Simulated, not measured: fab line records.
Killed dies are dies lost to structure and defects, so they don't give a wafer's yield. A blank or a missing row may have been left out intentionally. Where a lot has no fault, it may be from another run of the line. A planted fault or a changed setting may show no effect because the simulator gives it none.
Which tool is to blame?    flow n5Finfet    30 wafers from 11 lots sampled at 2 of the route's 1938 steps

## WHAT EACH GAUGE READ, for each wafer
N5_MIM_BOT_LITHO_CD_MEAS_08: the cd target is 3000 nm.
lot   measured      on        cdNm (nm)
L427  day 13 01:44  cdSem-02  2998.1 2996.3 2997.3
L428  day 12 13:29  cdSem-02  2992.8 2999.3 2995.9
L429  day 13 19:37  cdSem-03  2999.4 2996.4 2998.6
L431  day 13 06:25  cdSem-01  2995.3 2996.4 2999.0
L432  day 13 19:39  cdSem-02  2996.1 2996.8 2997.3
L434  day 13 21:56  cdSem-01  2998.0 2999.7 2996.9
L436  day 14 13:19  cdSem-01  2998.6 2998.3
L438  day 14 15:34  cdSem-01  3004.2 3002.5
L443  day 16 05:07  cdSem-03  3001.5 3000.4
L445  day 16 23:49  cdSem-02  2999.0 3001.3 3000.0
L448  day 17 18:37  cdSem-01  3003.0 3002.2 2996.9

## EACH LOT AND THE TOOL THAT RAN IT (in order: tool; ch and the chambers of the sampled wafers; start)
lot   N5_HKMG_FIN_PRECLEAN_83
L427  wetBench-03 ch 1,3,4, day 4 08:08
L428  wetBench-04 ch 4,6,7, day 4 15:43
L429  wetBench-04 ch 1,2,3, day 4 21:23
L431  wetBench-03 ch 1,5,6, day 5 06:41
L432  wetBench-04 ch 2,3,7, day 5 14:58
L434  wetBench-04 ch 2,5,6, day 6 03:18
L436  wetBench-03 ch 4,6, day 6 19:04
L438  wetBench-06 ch 1,4, day 7 01:56
L443  wetBench-04 ch 3,7, day 8 06:00
L445  wetBench-04 ch 1,5,6, day 8 18:48
L448  wetBench-04 ch 3,5,6, day 9 14:20
- N5_HKMG_FIN_PRECLEAN_83: cleans in DIW, time 57.5 s.

## THE ANSWER, worked out from the rows above alone
Rule: usual is defined by the lots themselves. The widest of any qualifying gaps counts: lots, ordered by their means at a reading, are off when they make up no more than a third of the lots, leave a main group of 4 or more, and stand apart from it by 3 or more times the standard deviation of that group's means. The tables above print the reading to a certain number of digits; a main group whose means all agree to those digits is not used. Also off: a lot with no number at a reading for which 4 or more lots have one. The other lots that the step has rows for count as sound.
No lot is off on any of the readings shown, so nothing can be concluded from this.

## WHAT THE SIMULATOR HAD PUT IN
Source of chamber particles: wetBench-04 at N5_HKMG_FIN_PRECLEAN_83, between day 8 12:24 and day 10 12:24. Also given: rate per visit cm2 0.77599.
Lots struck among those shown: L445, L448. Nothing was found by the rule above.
